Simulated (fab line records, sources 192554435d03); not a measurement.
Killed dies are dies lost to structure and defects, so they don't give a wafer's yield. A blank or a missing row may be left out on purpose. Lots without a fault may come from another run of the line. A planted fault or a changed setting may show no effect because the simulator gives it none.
Split-lot experiment | flow n5_finfet | 7 lots, 21 wafers read, on a route of 1938 steps

THE SPLIT
At N5_BEOL_M0_ETCH_138 (etches SiCN in CH3F/O2, target depth 12 nm, time 31.6 s), the setting source_w was moved away from the recipe's 395 W on 7 of the 21 wafers read, by -14.1% to +17.3%. The other wafers ran this setting at the recipe's value.

The reading is taken at the split's own step.

THE READING
rf_vpp_V, in V, at N5_BEOL_M0_ETCH_138 (etches SiCN in CH3F/O2, target depth 12 nm, time 31.6 s). Fault-free wafers of this fab line usually give 297.9 V, standard deviation 1.5 V.

wafer  | tool, chamber at the split | source_w as run, W | against the recipe | rf_vpp_V, V | against lot-mates on the recipe
L076.2 | rie_diel-03, 3             | 463.3              | +17.3%             | 283.8       | -14.3
L076.4 | rie_diel-03, 2             | 395                | recipe             | 298.1       | -
L076.5 | rie_diel-03, 0             | 463.3              | +17.3%             | 283.4       | -14.7
L078.4 | rie_diel-03, 1             | 395                | recipe             | 296.6       | -
L078.5 | rie_diel-03, 1             | 395                | recipe             | 296.2       | -
L078.6 | rie_diel-03, 2             | 395                | recipe             | 297.5       | -
L080.2 | rie_diel-04, 2             | 339.2              | -14.1%             | 312.7       | +15.4
L080.3 | rie_diel-04, 3             | 395                | recipe             | 297.3       | -
L080.4 | rie_diel-04, 1             | 339.2              | -14.1%             | 314.5       | +17.2
L087.1 | rie_diel-03, 0             | 395                | recipe             | 299.5       | -
L087.2 | rie_diel-03, 2             | 395                | recipe             | 296.0       | -
L087.5 | rie_diel-03, 0             | 395                | recipe             | 300.0       | -
L088.1 | rie_diel-03, 0             | 395                | recipe             | 299.3       | -
L088.2 | rie_diel-03, 1             | 444.4              | +12.5%             | 285.7       | -12.6
L088.4 | rie_diel-03, 1             | 395                | recipe             | 297.2       | -
L089.1 | rie_diel-04, 1             | 395                | recipe             | 297.7       | -
L089.3 | rie_diel-04, 0             | 395                | recipe             | 297.4       | -
L089.4 | rie_diel-04, 2             | 395                | recipe             | 295.8       | -
L097.1 | rie_diel-03, 1             | 355.3              | -10.1%             | 308.1       | +10.2
L097.3 | rie_diel-03, 3             | 395                | recipe             | 297.9       | -
L097.5 | rie_diel-03, 1             | 355.3              | -10.1%             | 308.2       | +10.3

THE FIT
A straight line over all 21 wafers: rf_vpp_V changes by -0.956 V for each +1% of source_w; r = -0.98; the points scatter about the line by 1.5 V.
The same after taking each lot's own level away (the mean of its wafers on the recipe; 21 wafers): -0.977 V for each +1%; r = -0.99; scatter 1.4 V.
On that fit, the largest move of source_w shifts the reading by 17 V.
The lots' own levels span 296.77 to 298.50 V, that is 1.2 times the standard deviation above.
So the lot-to-lot level changes the slope little: the two slopes agree.
Check: with one of the wafers moved furthest among these (+17.3%) left out of the fit, the line predicts -17.2 V for it against its lot-mates. It came out at -14.3 V against them.
Tool readings at the split's step, against how far the setting was moved: rf_vpp_V r = -0.98.

THE FILE'S OWN FIT
rf_vpp_V changes by -0.982 V for each +1% of source_w, r = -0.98.
